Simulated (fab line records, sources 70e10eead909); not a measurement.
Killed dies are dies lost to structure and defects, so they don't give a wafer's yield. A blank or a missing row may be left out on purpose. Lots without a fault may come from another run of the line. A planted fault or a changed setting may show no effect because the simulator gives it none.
Chamber matching | flow nand_harc | NHARC_A_CONTACT_ETCH_92 on rie_diel-03: 4 sister chambers
The step etches the open film in CH3F/O2, target depth 40 nm, time 85.7 s. 24 wafers are shown with their chamber, then 12 later ones without.

WAFERS WITH THEIR CHAMBER
wafer  | chamber | drypump_motor_current_A (A) | showerhead_plenum_p_Torr (Torr) | rf_vpp_V (V)
L074.1 | 2       | 6.2                         | 2.47                            | 244.2
L074.3 | 3       | 5.9                         | 2.37                            | 243.4
L074.5 | 1       | 5.4                         | 2.56                            | 246.2
L076.1 | 0       | 5.3                         | 2.28                            | 241.1
L076.4 | 1       | 5.4                         | 2.56                            | 244.9
L076.5 | 1       | 5.4                         | 2.56                            | 246.7
L076.2 | 2       | 6.2                         | 2.47                            | 245.6
L076.3 | 3       | 5.9                         | 2.37                            | 242.0
L076.6 | 0       | 5.3                         | 2.28                            | 240.7
L078.2 | 1       | 5.4                         | 2.56                            | 246.5
L078.4 | 0       | 5.3                         | 2.28                            | 239.9
L078.6 | 2       | 6.3                         | 2.47                            | 243.8
L079.1 | 0       | 5.3                         | 2.27                            | 241.9
L079.2 | 3       | 5.9                         | 2.36                            | 243.3
L079.4 | 3       | 5.9                         | 2.36                            | 242.7
L080.4 | 3       | 5.9                         | 2.36                            | 241.5
L080.5 | 2       | 6.3                         | 2.47                            | 245.0
L080.6 | 0       | 5.3                         | 2.27                            | 241.2
L081.1 | 2       | 6.3                         | 2.47                            | 244.7
L081.2 | 3       | 5.9                         | 2.36                            | 243.2
L081.5 | 3       | 5.9                         | 2.36                            | 242.7
L086.1 | 2       | 6.3                         | 2.46                            | 244.1
L086.3 | 3       | 5.9                         | 2.36                            | 244.1
L086.6 | 1       | 5.4                         | 2.56                            | 246.8

SIGNATURES (means of the wafers above)
reading                  | chamber 0 | chamber 1 | chamber 2 | chamber 3 | scatter within a chamber
drypump_motor_current_A  | 5.300     | 5.400     | 6.267     | 5.900     | 0.0258
showerhead_plenum_p_Torr | 2.2760    | 2.5600    | 2.4683    | 2.3625    | 0.0042
rf_vpp_V                 | 240.960   | 246.220   | 244.567   | 242.863   | 0.759
Rule: a wafer's distance from a chamber is the root of the sum, over the readings, of the square of ((its reading less the chamber's mean) divided by the reading's scatter). The wafer belongs to the nearest chamber; if the next one is less than 2 further off, it can't be placed. The scatter: the root of (the sum of the squares of (reading less its chamber's mean) over the shown wafers, divided by (wafers less chambers)).

WAFERS WITHOUT THEIR CHAMBER
wafer  | drypump_motor_current_A (A) | showerhead_plenum_p_Torr (Torr) | rf_vpp_V (V)
L085.1 | 6.3                         | 2.46                            | 244.5
L085.2 | 5.9                         | 2.36                            | 243.7
L085.5 | 6.2                         | 2.46                            | 244.5
L091.1 | 5.9                         | 2.36                            | 242.3
L091.3 | 6.3                         | 2.46                            | 245.8
L091.4 | 5.3                         | 2.66                            | 247.7
L092.2 | 5.3                         | 2.66                            | 247.4
L092.3 | 5.4                         | 2.55                            | 245.3
L092.6 | 5.4                         | 2.55                            | 246.3
L097.2 | 6.3                         | 2.45                            | 244.8
L097.3 | 5.3                         | 2.65                            | 246.8
L097.5 | 5.4                         | 2.55                            | 246.2

WHICH CHAMBER EACH WENT THROUGH
wafer  | from the rows above | in truth
L085.1 | 2                   | 2
L085.2 | 3                   | 3
L085.5 | 2                   | 2
L091.1 | 3                   | 3
L091.3 | 2                   | 2
L091.4 | 1                   | 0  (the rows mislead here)
L092.2 | 1                   | 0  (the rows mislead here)
L092.3 | 1                   | 1
L092.6 | 1                   | 1
L097.2 | 2                   | 2
L097.3 | 1                   | 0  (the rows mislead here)
L097.5 | 1                   | 1
Placed correctly: 9 of 12. Can't be placed from these rows: 0. Placed wrongly: 3.
